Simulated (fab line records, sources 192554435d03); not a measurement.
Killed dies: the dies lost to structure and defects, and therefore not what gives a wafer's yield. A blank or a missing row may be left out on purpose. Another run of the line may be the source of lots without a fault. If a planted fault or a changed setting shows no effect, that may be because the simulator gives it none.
Which tool was responsible?    flow n5-finfet    Sampling: 10 lots, 30 wafers, 3 of 1938 route steps

## WHAT THE GAUGES READ, wafer by wafer
N5_BEOL_M11_INSPECT_13: inspects for defects (brightfield).
lot   measured      on                 raw-defect-count
L101  day 10 14:52  defect-inspect-02  322 235 345
L103  day 10 18:32  defect-inspect-02  411 342 298
L102  day 11 02:04  defect-inspect-02  313 338 326
L105  day 11 10:50  defect-inspect-02  281 447 454
L106  day 11 19:16  defect-inspect-02  434 333 442
L108  day 12 11:41  defect-inspect-02  368 525 541
L110  day 12 18:14  defect-inspect-02  453 397 320
L112  day 13 21:34  defect-inspect-01  355 657 527
L115  day 14 00:32  defect-inspect-01  428 362 421
L117  day 14 09:00  defect-inspect-01  319 537 783

## WHAT TOOL EACH LOT RAN ON (gives the tool, then ch and the chambers of the sampled wafers, and finally the start)
lot   N5_BEOL_M10_ALD_74                   N5_BEOL_M11_ILD_DEP_00
L101  ald-metal-04 ch 0,1,3, day 10 11:01  pecvd-01 ch 0,2, day 10 12:35
L103  ald-metal-04 ch 1,2,3, day 10 14:36  pecvd-01 ch 0,2, day 10 16:31
L102  ald-metal-03 ch 0,2,3, day 10 20:19  pecvd-01 ch 0,1,2, day 10 22:21
L105  ald-metal-01 ch 1,2, day 11 06:19    pecvd-01 ch 0,1,2, day 11 08:13
L106  ald-metal-01 ch 0,1,3, day 11 14:54  pecvd-02 ch 0,2, day 11 17:06
L108  ald-metal-03 ch 0,2, day 12 07:32    pecvd-03 ch 1,2, day 12 09:17
L110  ald-metal-03 ch 0,1, day 12 14:13    pecvd-01 ch 0,2, day 12 16:01
L112  ald-metal-03 ch 0,1,2, day 13 18:25  pecvd-01 ch 0,1,2, day 13 20:10
L115  ald-metal-03 ch 0,1,3, day 13 18:40  pecvd-02 ch 1,2, day 13 21:55
L117  ald-metal-04 ch 0,2, day 14 04:17    pecvd-01 ch 1,2, day 14 06:34
- N5_BEOL_M10_ALD_74: deposits TaN, target thk 2 nm, pulse time 2 s, purge time 3 s.
- N5_BEOL_M11_ILD_DEP_00: deposits SiCOH lowk from DEMS/porogen, target thk 308.51 nm, time 58 s.

## THE ANSWER, worked out from the rows above alone
Rule: what is usual is taken from the lots themselves. Put in order of their means at a reading, lots are off if they are a third of the lots or fewer, leave a main group of 4 or more, and stand apart from it by a gap of 3 or more times the standard deviation of the main group's means; of several such gaps the widest counts. A main group whose means are all the same, to the digits that the tables above print for the reading, isn't used. A lot without any number at a reading at which 4 lots or more have one is off too. The other lots that the step has rows for count as sound.
Nothing can be told from this: no lot is off at any reading shown.

## WHAT WAS PUT IN BY THE SIMULATOR
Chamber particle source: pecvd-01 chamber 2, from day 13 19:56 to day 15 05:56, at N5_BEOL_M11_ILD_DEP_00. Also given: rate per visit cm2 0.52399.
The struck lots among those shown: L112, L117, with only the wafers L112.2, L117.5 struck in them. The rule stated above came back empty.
